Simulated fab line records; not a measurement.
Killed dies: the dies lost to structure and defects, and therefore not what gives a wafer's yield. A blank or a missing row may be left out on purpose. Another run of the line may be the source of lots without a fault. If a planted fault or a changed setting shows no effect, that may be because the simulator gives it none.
Chamber matching	flow n5_finfet	3 sister chambers for N5_BEOL_M0_SAQP_HM_DEP_111 on pecvd-02
The step deposits SiO2 from SiH4/N2O, target thk 12 nm, time 7.2 s. 3 wafers are shown with their chamber, then 11 later ones without.

== WAFERS PAIRED WITH THEIR CHAMBERS ==
wafer	chamber	showerhead_plenum_p_Torr (Torr)
L086.4	0	8.07
L088.5	2	7.92
L091.1	1	8.05

== WAFERS MISSING THEIR CHAMBER ==
wafer	showerhead_plenum_p_Torr (Torr)
L091.3	7.94
L091.5	8.08
L093.3	8.09
L093.5	8.04
L093.6	8.06
L094.2	8.06
L094.4	8.10
L094.6	7.92
L095.1	7.92
L095.2	8.07
L095.4	8.08

== EACH ONE'S CHAMBER ==
wafer	from the rows above	in truth
L091.3	2	2
L091.5	can't be placed: 0 or 1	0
L093.3	can't be placed: 0 or 1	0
L093.5	can't be placed: 1 or 0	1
L093.6	can't be placed: 0 or 1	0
L094.2	can't be placed: 0 or 1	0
L094.4	can't be placed: 0 or 1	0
L094.6	2	2
L095.1	2	2
L095.2	can't be placed: 0 or 1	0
L095.4	can't be placed: 0 or 1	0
Correctly placed: 3 of 11. Unplaceable from these rows: 8, with the true chamber sitting among the candidates in 8. Wrongly placed: 0.
How it was worked out, from the rows above alone: a wafer's distance from a chamber is the root of the sum, over the readings, of the square of ((its reading less the chamber's mean) divided by the reading's scatter). If the next closest chamber is less than 2 further off than the closest, the wafer can't be placed; otherwise it belongs to the closest. For every chamber, the mean is computed from those of its wafers that are shown. The scatter: root of mean squared gap, hidden wafer to nearest shown wafer, with one shown wafer a chamber.
